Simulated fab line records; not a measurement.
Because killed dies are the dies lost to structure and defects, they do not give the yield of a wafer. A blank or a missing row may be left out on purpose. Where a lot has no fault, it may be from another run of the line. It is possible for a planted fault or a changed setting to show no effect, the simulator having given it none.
Code-filled problem report in 8D (eight disciplines) form    flow n5Finfet    the parts of the form that need people (team, actions taken, sign-off) are left out

## 1. PROBLEM STATEMENT
platenRpm at N5_MOL_CONTACT_COAG_CMP_23 reads a mean of 55.33 rpm on 6 wafers of 2 lots; wafers without a fault read 50.29 rpm with a standard deviation of 0.032. So: +99 or more standard deviations from the usual mean.
The step: polishes, stops on SiO2, t overpolish 1.5 s, target thk 0 nm.
Earliest sighting: wafer L571.2 on cmp-03 at day 10 02:28. Wafers with a number at this step in the record: 32, from 11 lots. Rule for "out", or "out of limits": more than 4 standard deviations from the usual mean. The rest of the wafers with a number are treated as sound.

## 2. WHAT THIS IS AND IS NOT
question                     is                      is not
which readings at this step  platenRpm               motorCurrentA, overpolishRunS, timeToEndpointS
which lots                   L571, L573              L555, L556, L558, L560, L562, L563, L565, L566, L574
which wafers of those lots   all that have a number  -
read on which tools          cmp-03                  cmp-01, cmp-04
when                         from day 10 02:28       up to then (23 sound wafers); but 3 sound wafers of L574 came after

## 3. THE SUSPECTS, EACH WITH WHAT RULES IT OUT
Counting: a tool at a process step up to the reading stays a suspect if it ran every lot that is out and no sound lot after the first of them.
- cmp-03 at N5_MOL_CONTACT_COAG_CMP_23 (polishes, stops on SiO2, t overpolish 1.5 s, target thk 0 nm): kept. It processed each lot that is out, first L571 at day 10 02:28, and no sound lot thereafter; up to then, the last sound lot it processed was L566 at day 8 23:12. On those wafers its own readings are out: platenRpm.
After counting, what remains is cmp-03 at N5_MOL_CONTACT_COAG_CMP_23.

## 4. THE CAUSE (what the simulator had put in)
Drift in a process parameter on cmp-03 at N5_MOL_CONTACT_COAG_CMP_23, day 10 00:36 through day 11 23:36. Setting platenRpm shifted by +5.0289 from 50.289. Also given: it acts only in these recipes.
Counting left only this tool.

## 5. THE CHAIN OF EFFECTS, in route order
Rows list readings where the struck wafers' mean (over those with a number) sits beyond 3 standard deviations from the usual. Only readings for which the record gives a usual standard deviation are gone through. hours: the time from each lot's start at the first step in this table that gives one to its start at this step, as a median over the lots. sigmas: the change in usual standard deviations.
hours  step                        reading    usual      on struck wafers  change  sigmas
0      N5_MOL_CONTACT_COAG_CMP_23  platenRpm  50.29 rpm  55.33             +5.04   +99 or more
It contains these process steps:
- N5_MOL_CONTACT_COAG_CMP_23: polishes, stops on SiO2, t overpolish 1.5 s, target thk 0 nm.

## 6. HOW IT WOULD HAVE BEEN CAUGHT EARLIER
In this record the first reading out of limits was taken at day 10 02:28, 2 hours after the fault began at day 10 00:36.
